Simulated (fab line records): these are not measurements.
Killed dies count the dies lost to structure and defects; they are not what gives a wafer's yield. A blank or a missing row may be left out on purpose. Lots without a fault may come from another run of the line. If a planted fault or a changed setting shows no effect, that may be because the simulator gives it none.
fab line records	flow n5Finfet
[record] lots = 7	wafers = 21	lastDay = 16
route steps=1938 shown BEOL_M9@1406
lots untouched by any fault: they come from a run of this same line in which no faults occurred
startH: hours from the record's opening day to when the first of the lot's shown wafers began	waitH: hours since the lot's step before	" identical to the entry in the row above	L1.1+2: several wafers, shown together as one row	- no value, or no start was given	* or withheld: withheld	< > ~ a bound
route shown NAME@n: a module of which the file shows steps, and the number in the route of the first	usual: the fault-free wafers' mean and standard deviation	same: alike in all rows	chamber/n: place in a boat	sites: the reading at each site	_std_site: their standard deviation	_edge_site: the outer-site mean with the inner-site mean subtracted	radiusMm: for every site, how far away it sits from the centre of the wafer	mask NAME#n: copy n	behind: the last tool/chamber to shape the wafer	hold: why the lot was held/for how many hours/how that ended	device: which transistor (n, p or np) failed to switch	end of line: tests run on the same wafers once the route is complete	a step with no rows: only its recipe	killed: the dies lost at the first sort to structure and to defects; this is not the yield of the wafer	map: the dies of a wafer, with x for killed, . for not killed, _ for no die there
set.NAME: setting as actually run; set.NAME@STEP: the setting as run at that earlier step	model.NAME: the simulator's own value behind a step, which no gauge read
certain route steps with their lots: each step a table, each wafer a row
services: from which hour (startH, from the record's first day; less than 0 if before it) a tool's chamber was out of use, for how many hours, and why
[[steps]]
[step N5_BEOL_M9_COAT_59]
[recipe] resist = SOC	tempC = 250	timeS = 60	spinRpm = 1500	resistThkNm = 100
[step N5_BEOL_M9_COAT_60]
[recipe] resist = SiARC	tempC = 220	timeS = 60	spinRpm = 1500	resistThkNm = 30
[step N5_BEOL_M9_COAT_05]
[recipe] resist = CAR-ArF	spinRpm = 1500	resistThkNm = 90
[step N5_BEOL_M9_EBR_07]
[recipe] solvent = PGMEA	ebrWidthMm = 1.5
[step N5_BEOL_M9_SOFTBAKE_06]
[recipe] tempC = 110	timeS = 60	resist = CAR-ArF
[step N5_BEOL_M9_EXPOSE_08]
[recipe] maskId = M9	na = 1.35	sourceShape = dipole	sigmaInner = 0.411	sigmaOuter = 0.611	polarization = te	doseMj = 53.75
[step N5_BEOL_M9_PEB_09]
[recipe] pebTempC = withheld	pebTimeS = 60	resist = CAR-ArF
[step N5_BEOL_M9_DEVELOP_10]
[recipe] developTimeS = 30	developer = TMAH	resist = CAR-ArF	rinseLiquid = diw	dry = airSpin	devTempC = 23
[step N5_BEOL_M9_CD_MEAS_11]
[recipe] targetCdNm = 64.1	landingEnergyEv = 500	detector = seInlens	polarity = opening
[usual] cdNm = 64.1/0.53
lot.wafer	tool	chamber	startH	waitH	cdNm
L743.2	cdSem-01	0	218.37	-	63.8
L743.4	"	0	"	"	63.6
L743.5	"	0	"	"	63.7
L747.2	cdSem-01	0	238.46	-	64.4
L747.3	"	0	"	"	64.4
L747.5	"	0	"	"	63.9
L745.2	cdSem-02	0	240.98	-	64.0
L745.4	"	0	"	"	64.3
L745.5	"	0	"	"	63.9
L746.2	cdSem-02	0	243.79	-	63.8
L746.3	"	0	"	"	64.4
L746.6	"	0	"	"	64.4
L748.2	cdSem-02	0	247.71	-	64.0
L748.4	"	0	"	"	63.8
L748.6	"	0	"	"	64.4
L756.2	cdSem-02	0	293.58	-	65.2
L756.3	"	0	"	"	65.4
L756.5	"	0	"	"	65.5
L759.1	cdSem-02	0	319.11	-	65.1
L759.3	"	0	"	"	64.5
L759.5	"	0	"	"	65.1
[step N5_BEOL_M9_OVL_MEAS_12]
[recipe] pointsPerWafer = 44
[usual] M9_OVL = 0.0/0.98
lot.wafer	tool	chamber	startH	waitH	M9_OVL[nm]
L743.2	overlay-01	0	218.40	0.0	-0.5
L743.4	"	0	"	"	-0.7
L743.5	"	0	"	"	0.2
L747.2	overlay-01	0	238.49	0.0	-0.7
L747.3	"	0	"	"	-0.9
L747.5	"	0	"	"	0.2
L745.2	overlay-01	0	241.01	0.0	-1.5
L745.4	"	0	"	"	-1.1
L745.5	"	0	"	"	-1.4
L746.2	overlay-01	0	243.82	0.0	0.0
L746.3	"	0	"	"	0.6
L746.6	"	0	"	"	1.5
L748.2	overlay-01	0	247.74	0.0	-1.3
L748.4	"	0	"	"	-0.8
L748.6	"	0	"	"	-0.3
L756.2	overlay-01	0	293.61	0.0	-0.7
L756.3	"	0	"	"	-0.4
L756.5	"	0	"	"	-1.1
L759.1	overlay-01	0	319.14	0.0	-0.1
L759.3	"	0	"	"	0.6
L759.5	"	0	"	"	-0.4
[step N5_BEOL_M9_INSPECT_13]
[recipe] mode = adi	inspectInstrument = brightfield
[usual] rawDefectCount = 410/98
lot.wafer	tool	chamber	startH	waitH	rawDefectCount
L743.2	defectInspect-01	-	218.43	0.0	380
L743.4	"	-	"	"	349
L743.5	"	-	"	"	470
L747.2	defectInspect-02	-	238.52	0.0	472
L747.3	"	-	"	"	423
L747.5	"	-	"	"	461
L745.2	defectInspect-01	-	241.03	0.0	506
L745.4	"	-	"	"	381
L745.5	"	-	"	"	392
L746.2	defectInspect-02	-	243.84	0.0	383
L746.3	"	-	"	"	395
L746.6	"	-	"	"	482
L748.2	defectInspect-02	-	247.76	0.0	413
L748.4	"	-	"	"	487
L748.6	"	-	"	"	385
L756.2	defectInspect-02	-	293.63	0.0	314
L756.3	"	-	"	"	368
L756.5	"	-	"	"	394
L759.1	defectInspect-01	-	319.16	0.0	605
L759.3	"	-	"	"	659
L759.5	"	-	"	"	495
[step N5_BEOL_M9_DESCUM_16]
[recipe] chemistry = O2	timeS = 7.9	sourcePowerW = 50	biasPowerW = 20	pressureMtorr = 20	rfFrequencyHz = 2.712e+07	tempC = 40	resist = CAR-ArF	o2FlowSccm = 225
[usual] chamberPressureMTorr = 19.999/0.018	drypumpMotorCurrentA = 5.8/0.59	oesProductAu = 0.83/0.096	rfVppV = 243.5/1.4	showerheadPlenumPTorr = 2.11/0.079	throttleValvePct = 20.36/0.17
lot.wafer	tool	chamber	startH	waitH	chamberPressureMTorr	drypumpMotorCurrentA	oesProductAu	rfHoursCounterH	rfVppV	showerheadPlenumPTorr	throttleValvePct
L743.2	rieDiel-04	2	220.24	1.8	19.999	6.1	0.70	239	241.6	2.07	20.60
L743.4	"	1	"	"	19.993	5.4	0.92	20	245.2	2.13	20.30
L743.5	"	1	"	"	19.983	5.4	0.91	-	243.1	2.13	20.29
L747.2	rieDiel-01	1	238.55	0.0	19.981	4.7	0.92	15	244.2	2.13	20.34
L747.3	"	2	"	"	20.005	6.6	0.93	9	242.0	2.06	20.48
L747.5	"	3	"	"	19.992	6.2	0.76	-	242.0	2.01	20.21
L745.2	rieDiel-01	1	241.13	0.1	20.038	4.7	0.92	16	244.0	2.13	20.34
L745.4	"	3	"	"	20.016	6.2	0.76	127	242.3	2.01	20.24
L745.5	"	2	"	"	19.999	6.6	0.94	-	243.3	2.06	20.47
L746.2	rieDiel-01	1	243.87	0.0	20.003	4.7	0.92	17	242.1	2.13	20.34
L746.3	"	3	"	"	20.019	6.2	0.76	128	240.9	2.01	20.23
L746.6	"	3	"	"	19.976	6.2	0.76	-	241.7	2.01	20.23
L748.2	rieDiel-01	3	247.80	0.0	20.020	6.2	0.76	129	241.9	2.01	20.24
L748.4	"	0	"	"	20.011	5.9	0.90	44	244.0	2.22	20.21
L748.6	"	0	"	"	20.006	5.9	0.90	-	246.4	2.22	20.19
L756.2	rieDiel-04	1	293.66	0.0	20.020	5.4	0.88	42	243.5	2.12	20.33
L756.3	"	2	"	"	19.983	6.1	0.97	9	243.0	2.06	20.26
L756.5	"	0	"	"	20.025	5.4	0.74	-	244.1	2.16	20.60
L759.1	rieDiel-04	2	319.20	0.0	20.022	6.1	0.94	19	241.1	2.05	20.29
L759.3	"	1	"	"	20.004	5.4	0.87	52	243.5	2.12	20.35
L759.5	"	1	"	"	19.983	5.4	0.87	-	243.2	2.12	20.34
[step N5_BEOL_M9_ETCH_61]
[recipe] chemistry = CF4	target = SiARC	targetDepthA = 390	maskMaterial = CAR-ArF	timeS = 65	ionEnergyEv = 80	pressureMtorr = 40	sourceW = 545	biasW = 36	Ar_flow_sccm = 100	cf4FlowSccm = 100	ends = cleared
[usual] biasW = 36.00/0.11	cf4FlowSccm = 100.00/0.29	chamberPressureMTorr = 40.00/0.034	drypumpMotorCurrentA = 5.8/0.59	etchRfOnTimeS = 64.3/1	oesProductAu = 0.71/0.084	rfVppV = 184.3/1.2	showerheadPlenumPTorr = 2.16/0.076	throttleValvePct = 15.54/0.19
lot.wafer	tool	chamber	startH	waitH	biasW	cf4FlowSccm	chamberPressureMTorr	drypumpMotorCurrentA	etchRfOnTimeS	oesProductAu	rfHoursCounterH	rfVppV	showerheadPlenumPTorr	throttleValvePct	model.CAR-ArF_of_BEOL_M9_COAT_05.thkNm
L743.2	rieDiel-04	2	220.27	0.0	36.19	99.62	39.98	6.1	65.6	0.59	239	184.3	2.11	15.85	55.4
L743.4	"	1	"	"	36.10	99.93	40.00	5.4	63.8	0.79	20	182.8	2.19	15.48	55.6
L743.5	"	1	"	"	35.86	99.85	39.98	5.4	63.8	0.79	-	184.3	2.19	15.47	55.6
L747.2	rieDiel-01	1	238.58	0.0	35.97	99.53	40.01	4.7	63.5	0.80	15	185.5	2.19	15.50	55.6
L747.3	"	2	"	"	35.87	100.19	40.03	6.5	63.2	0.80	9	184.3	2.10	15.51	55.8
L747.5	"	3	"	"	35.93	99.73	39.98	6.2	64.4	0.65	-	182.8	2.06	15.45	55.8
L745.2	rieDiel-01	1	241.16	0.0	-	-	-	-	-	-	-	-	-	-	83.6
L745.4	"	3	"	"	-	-	-	-	-	-	-	-	-	-	83.6
L745.5	"	2	"	"	-	-	-	-	-	-	-	-	-	-	83.4
L746.2	rieDiel-01	1	243.91	0.0	-	-	-	-	-	-	-	-	-	-	83.2
L746.3	"	3	"	"	-	-	-	-	-	-	-	-	-	-	83.6
L746.6	"	3	"	"	-	-	-	-	-	-	-	-	-	-	83.4
L748.2	rieDiel-01	3	247.84	0.0	-	-	-	-	-	-	-	-	-	-	83.4
L748.4	"	0	"	"	-	-	-	-	-	-	-	-	-	-	83.2
L748.6	"	0	"	"	-	-	-	-	-	-	-	-	-	-	83.2
L756.2	rieDiel-04	1	293.70	0.0	36.09	100.36	40.04	5.4	62.1	0.76	42	183.7	2.18	15.52	55.4
L756.3	"	2	"	"	36.10	100.08	40.03	6.1	64.2	0.83	9	183.8	2.11	15.38	55.2
L756.5	"	0	"	"	36.19	100.37	39.98	5.4	64.7	0.64	-	184.6	2.21	15.85	55.2
L759.1	rieDiel-04	2	319.23	0.0	36.14	100.44	39.96	6.1	64.5	0.79	19	184.7	2.10	15.39	56
L759.3	"	1	"	"	36.13	99.65	40.01	5.4	63.1	0.73	52	184.8	2.18	15.53	56
L759.5	"	1	"	"	36.04	99.96	39.99	5.4	63.3	0.73	-	186.1	2.18	15.56	55.8
[step N5_BEOL_M9_ETCH_62]
[recipe] chemistry = N2/H2	target = SOC	targetDepthA = 1100	overetchA = 220	maskMaterial = SiARC	tempC = 40	timeS = 165	ionEnergyEv = 200	pressureMtorr = 30	sourceW = 840	biasW = 150	n2FlowSccm = 200	h2FlowSccm = 200
[usual] biasW = 150.0/0.47	chamberPressureMTorr = 30.002/0.03	drypumpMotorCurrentA = 5.8/0.6	oesProductAu = 0.70/0.078	rfVppV = 524.6/2.9	showerheadPlenumPTorr = 2.57/0.095	throttleValvePct = 17.75/0.22
lot.wafer	tool	chamber	startH	waitH	biasW	chamberPressureMTorr	drypumpMotorCurrentA	oesProductAu	rfHoursCounterH	rfVppV	showerheadPlenumPTorr	throttleValvePct
L743.2	rieDiel-04	2	220.32	0.0	149.6	29.940	6.1	0.59	239	525.0	2.50	18.05
L743.4	"	1	"	"	150.1	29.975	5.4	0.77	20	525.5	2.59	17.61
L743.5	"	1	"	"	150.2	30.041	5.4	0.77	-	527.4	2.59	17.62
L747.2	rieDiel-01	1	238.63	0.0	150.9	30.016	4.7	0.78	15	525.4	2.61	17.75
L747.3	"	2	"	"	151.2	30.002	6.6	0.78	9	522.1	2.49	17.80
L747.5	"	3	"	"	149.8	30.024	6.3	0.64	-	520.0	2.45	17.67
L745.2	rieDiel-01	1	241.21	0.0	150.6	29.990	4.7	0.34	16	526.3	2.60	17.69
L745.4	"	3	"	"	150.3	29.980	6.2	0.29	127	522.6	2.45	17.62
L745.5	"	2	"	"	149.9	30.008	6.6	0.35	-	523.4	2.49	17.77
L746.2	rieDiel-01	1	243.96	0.0	149.7	30.008	4.7	0.34	17	524.7	2.60	17.71
L746.3	"	3	"	"	149.0	29.979	6.2	0.29	128	520.4	2.45	17.62
L746.6	"	3	"	"	149.6	29.995	6.2	0.29	-	522.6	2.45	17.62
L748.2	rieDiel-01	3	247.89	0.0	150.7	30.045	6.2	0.28	129	520.6	2.45	17.61
L748.4	"	0	"	"	149.5	29.991	5.9	0.34	44	528.0	2.69	17.46
L748.6	"	0	"	"	150.2	29.989	5.9	0.34	-	528.7	2.69	17.47
L756.2	rieDiel-04	1	293.75	0.0	150.9	29.962	5.4	0.73	42	525.8	2.58	17.66
L756.3	"	2	"	"	149.9	30.025	6.2	0.81	9	523.2	2.50	17.67
L756.5	"	0	"	"	150.0	30.013	5.4	0.63	-	525.1	2.63	18.10
L759.1	rieDiel-04	2	319.28	0.0	149.4	30.020	6.1	0.79	20	523.9	2.49	17.67
L759.3	"	1	"	"	149.1	29.973	5.4	0.73	52	525.2	2.57	17.67
L759.5	"	1	"	"	149.1	29.990	5.4	0.73	-	524.7	2.57	17.68
[step N5_BEOL_M9_STRIP_68]
[recipe] chemistry = N2/H2	tempC = 40	n2FlowSccm = 200	h2FlowSccm = 200	rfFrequencyHz = 6e+07
[step N5_BEOL_M9_STRIP_67]
[recipe] chemistry = CF4	resist = SiARC	powerW = 300	biasPowerW = 75	pressureMtorr = 50	cf4FlowSccm = 150	rfFrequencyHz = 6e+07
[usual] chamberPressureMTorr = 50.00/0.049	drypumpMotorCurrentA = 5.8/0.6	oesProductAu = 0.82/0.092	rfVppV = 271.5/1.6	showerheadPlenumPTorr = 1.81/0.063	throttleValvePct = 13.50/0.2
lot.wafer	tool	chamber	startH	waitH	chamberPressureMTorr	drypumpMotorCurrentA	oesProductAu	rfHoursCounterH	rfVppV	showerheadPlenumPTorr	throttleValvePct
L743.2	rieDiel-04	2	220.47	0.0	49.97	6.1	0.70	239	270.2	1.77	13.85
L743.4	"	1	"	"	49.98	5.4	0.91	20	272.1	1.83	13.38
L743.5	"	1	"	"	50.05	5.4	0.90	-	273.1	1.83	13.37
L747.2	rieDiel-01	1	238.78	0.0	49.96	4.7	0.92	15	271.2	1.83	13.41
L747.3	"	2	"	"	50.11	6.6	0.93	9	269.5	1.76	13.43
L747.5	"	3	"	"	50.01	6.2	0.76	-	271.8	1.73	13.42
L745.2	rieDiel-01	1	241.36	0.0	50.00	4.7	0.91	16	272.6	1.83	13.43
L745.4	"	3	"	"	50.12	6.2	0.76	127	271.0	1.73	13.43
L745.5	"	2	"	"	49.93	6.5	0.93	-	271.9	1.76	13.41
L746.2	rieDiel-01	1	244.10	0.0	50.00	4.7	0.91	17	271.3	1.83	13.41
L746.3	"	3	"	"	50.04	6.2	0.76	128	270.0	1.73	13.42
L746.6	"	3	"	"	49.97	6.2	0.76	-	270.7	1.73	13.43
L748.2	rieDiel-01	3	248.03	0.0	50.03	6.2	0.76	129	271.6	1.73	13.45
L748.4	"	0	"	"	50.01	5.9	0.89	44	273.8	1.90	13.33
L748.6	"	0	"	"	49.98	5.9	0.89	-	272.9	1.90	13.33
L756.2	rieDiel-04	1	293.89	0.0	50.07	5.4	0.87	42	271.6	1.82	13.44
L756.3	"	2	"	"	50.04	6.1	0.97	9	270.0	1.76	13.33
L756.5	"	0	"	"	49.94	5.3	0.74	-	272.0	1.85	13.82
L759.1	rieDiel-04	2	319.43	0.0	49.99	6.1	0.93	20	269.7	1.76	13.35
L759.3	"	1	"	"	50.03	5.4	0.85	52	272.1	1.82	13.45
L759.5	"	1	"	"	49.95	5.4	0.85	-	270.4	1.82	13.46
[step N5_BEOL_M9_HM_OPEN_17]
[recipe] chemistry = Cl2/BCl3	targetDepthA = 200	overetchA = 60	target = TiN	maskMaterial = SOC	ionEnergyEv = 150	pressureMtorr = 10	icpW = 1000	biasW = 126	Cl2_flow_sccm = 53.25	bcl3FlowSccm = 21.75	Ar_flow_sccm = 25
[usual] chamberPressureMTorr = 10.002/0.012	drypumpMotorCurrentA = 5.76/0.28	oesProductAu = 0.68/0.078	throttleValvePct = 22.11/0.12
lot.wafer	tool	chamber	startH	waitH	chamberPressureMTorr	drypumpMotorCurrentA	oesProductAu	rfHoursCounterH	throttleValvePct
L743.2	rieMetal-01	0	220.51	0.0	10.019	5.74	0.79	7	22.01
L743.4	"	1	"	"	9.993	6.34	0.64	-	22.04
L743.5	"	1	"	"	9.998	6.34	0.64	-	22.04
L747.2	rieMetal-03	0	238.85	0.1	9.993	5.97	0.59	-	21.95
L747.3	"	0	"	"	10.004	5.98	0.59	-	21.96
L747.5	"	0	"	"	10.008	5.98	0.59	-	21.93
L745.2	rieMetal-01	0	241.40	0.0	10.000	5.71	0.34	10	22.65
L745.4	"	1	"	"	10.002	6.37	0.27	-	22.67
L745.5	"	0	"	"	10.011	5.73	0.34	-	22.66
L746.2	rieMetal-02	1	244.15	0.0	10.003	5.54	0.27	57	22.78
L746.3	"	1	"	"	10.010	5.51	0.28	-	22.77
L746.6	"	0	"	"	10.001	5.38	0.32	-	22.94
L748.2	rieMetal-02	0	248.07	0.0	9.998	5.40	0.33	20	22.93
L748.4	"	1	"	"	9.983	5.51	0.27	-	22.78
L748.6	"	1	"	"	10.010	5.50	0.27	-	22.77
L756.2	rieMetal-03	0	293.93	0.0	9.989	5.99	0.58	88	21.97
L756.3	"	1	"	"	9.990	5.81	0.78	-	22.25
L756.5	"	1	"	"	9.996	5.83	0.78	-	22.25
L759.1	rieMetal-03	1	319.47	0.0	10.003	5.80	0.76	6	22.26
L759.3	"	0	"	"	10.014	5.99	0.57	-	21.97
L759.5	"	0	"	"	10.009	6.01	0.58	-	21.94
[step N5_BEOL_M9_STRIP_19]
[recipe] chemistry = O2	powerW = 400	tempC = 40	pressureMtorr = 30	rfFrequencyHz = 6e+07	biasPowerW = 0	overashFraction = 0.2	o2FlowSccm = 225
[usual] chamberPressureMTorr = 30.00/0.034	drypumpMotorCurrentA = 5.9/0.56	oesProductAu = 0.78/0.092	rfVppV = 3.7/0.64	showerheadPlenumPTorr = 2.12/0.086	throttleValvePct = 16.64/0.19
lot.wafer	tool	chamber	startH	waitH	chamberPressureMTorr	drypumpMotorCurrentA	oesProductAu	rfHoursCounterH	rfVppV	showerheadPlenumPTorr	throttleValvePct
L743.2	rieDiel-04	1	220.74	0.2	29.92	5.4	0.91	20	3.6	2.13	16.47
L743.4	"	0	"	"	29.97	5.4	0.77	169	3.0	2.17	16.80
L743.5	"	2	"	"	30.05	6.1	0.70	-	4.0	2.07	16.87
L747.2	rieDiel-03	2	239.07	0.2	29.99	5.5	0.73	207	3.8	2.07	16.80
L747.3	"	1	"	"	29.99	6.1	0.72	161	4.0	2.19	16.87
L747.5	"	0	"	"	29.98	5.1	0.72	-	3.2	2.01	16.62
L745.2	rieDiel-01	1	241.67	0.2	29.95	4.7	0.93	16	3.7	2.14	16.53
L745.4	"	3	"	"	30.05	6.2	0.77	127	4.2	2.01	16.49
L745.5	"	3	"	"	29.98	6.2	0.76	-	3.9	2.01	16.50
L746.2	rieDiel-03	0	244.26	0.1	30.01	5.2	0.72	187	3.3	2.00	16.59
L746.3	"	3	"	"	29.98	6.4	0.87	33	2.4	2.24	16.37
L746.6	"	0	"	"	30.05	5.2	0.73	-	3.4	2.00	16.59
L748.2	rieDiel-04	3	248.23	0.1	29.99	6.8	0.67	235	3.7	1.98	16.59
L748.4	"	1	"	"	30.03	5.4	0.91	-	4.1	2.13	16.50
L748.6	"	3	"	"	30.01	6.8	0.67	-	3.1	1.98	16.60
L756.2	rieDiel-04	2	294.05	0.1	29.97	6.2	0.97	9	3.8	2.06	16.48
L756.3	"	0	"	"	29.98	5.4	0.74	196	3.4	2.16	16.87
L756.5	"	1	"	"	30.04	5.4	0.87	-	2.8	2.12	16.53
L759.1	rieDiel-03	2	319.61	0.1	29.97	5.5	0.71	233	3.8	2.06	16.85
L759.3	"	1	"	"	30.06	6.1	0.70	189	3.9	2.18	16.90
L759.5	"	1	"	"	29.99	6.1	0.70	-	5.2	2.18	16.90
[step N5_BEOL_M9_CD_MEAS_18]
[recipe] pitchNm = 140	targetCdNm = 70
[usual] cdNm = 70.1/0.59
lot.wafer	tool	chamber	startH	waitH	cdNm
L743.2	cdSem-01	-	220.81	0.1	69.6
L743.4	"	-	"	"	70.3
L743.5	"	-	"	"	69.6
L747.2	cdSem-02	-	239.14	0.1	70.3
L747.3	"	-	"	"	70.1
L747.5	"	-	"	"	69.5
L745.2	cdSem-02	-	241.74	0.1	-
L745.4	"	-	"	"	-
L745.5	"	-	"	"	-
L746.2	cdSem-03	-	244.33	0.1	-
L746.3	"	-	"	"	-
L746.6	"	-	"	"	-
L748.2	cdSem-03	-	248.30	0.1	-
L748.4	"	-	"	"	-
L748.6	"	-	"	"	-
L756.2	cdSem-01	-	294.12	0.1	71.0
L756.3	"	-	"	"	72.0
L756.5	"	-	"	"	71.2
L759.1	cdSem-01	-	319.68	0.0	71.5
L759.3	"	-	"	"	70.3
L759.5	"	-	"	"	70.5
[step N5_BEOL_M9_COAT_63]
[recipe] resist = SOC	tempC = 250	timeS = 60	spinRpm = 1500	resistThkNm = 60
[[services]]
tool	chamber	startH	hours	kind
rieDiel-04	-	211.67	2.8	pm
rieDiel-01	-	217.33	9.7	repair
rieDiel-04	-	217.33	2.1	repair
rieDiel-01	-	229.97	2.8	pm
rieMetal-03	1	230.89	-	clean
rieMetal-03	1	230.89	21.3	scheduledDown
rieMetal-03	1	230.89	21.3	ventCycle
rieDiel-04	1	239.23	6.4	repair
rieDiel-04	2	247.20	-	clean
rieDiel-04	2	247.20	-	consumableReplace:focusRing
rieDiel-04	2	247.20	17.3	scheduledDown
rieDiel-04	2	247.20	17.3	ventCycle
rieDiel-01	3	284.47	7.4	repair
rieDiel-04	3	295.36	-	clean
rieDiel-04	3	295.36	-	consumableReplace:focusRing
rieDiel-04	3	295.36	-	consumableReplace:showerhead
rieDiel-04	3	295.36	27.3	scheduledDown
rieDiel-04	3	295.36	27.3	ventCycle
rieMetal-01	1	302.94	43.3	repair
[[key]]
[firstSign] step = N5_BEOL_M9_ETCH_61	reading = toolRecord	direction = missing
[effect] step = N5_BEOL_M9_ETCH_62	reading = oesProductAu	direction = down	sigmas = 4.9	usual = 0.70	struck = 0.32
[effect] step = N5_BEOL_M9_HM_OPEN_17	reading = oesProductAu	direction = down	sigmas = 4.9	usual = 0.68	struck = 0.30
[effect] step = N5_BEOL_M9_CD_MEAS_18	reading = cdNm	direction = missing
[modelEffect] step = N5_BEOL_M9_ETCH_61	value = CAR-ArF_of_BEOL_M9_COAT_05.thkNm	without = 55.51	struck = 83.4
metAt N5_BEOL_M9_ETCH_61
struckWafers L745.2,L745.4,L745.5,L746.2,L746.3,L746.6,L748.2,L748.4,L748.6
laterRowsLeftOut L745.2,L745.4,L745.5,L746.2,L746.3,L746.6,L748.2,L748.4,L748.6
sortLeftOut L745.2,L745.4,L745.5,L746.2,L746.3,L746.6,L748.2,L748.4,L748.6
onsetBetween 238.58 241.16
[fault] kind = skippedStepWhole	tool = rieDiel-01	chamber = -	onsetH = 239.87	steps = N5_BEOL_M9_ETCH_61	scope = struckLotsOnly
// sortLeftOut: the simulated sort isn't trusted on such a fault, so these wafers' sort isn't shown, and their yield isn't known
// laterRowsLeftOut: the simulator's readings of these wafers behind a module that went badly wrong aren't trusted and aren't shown, but for the sort
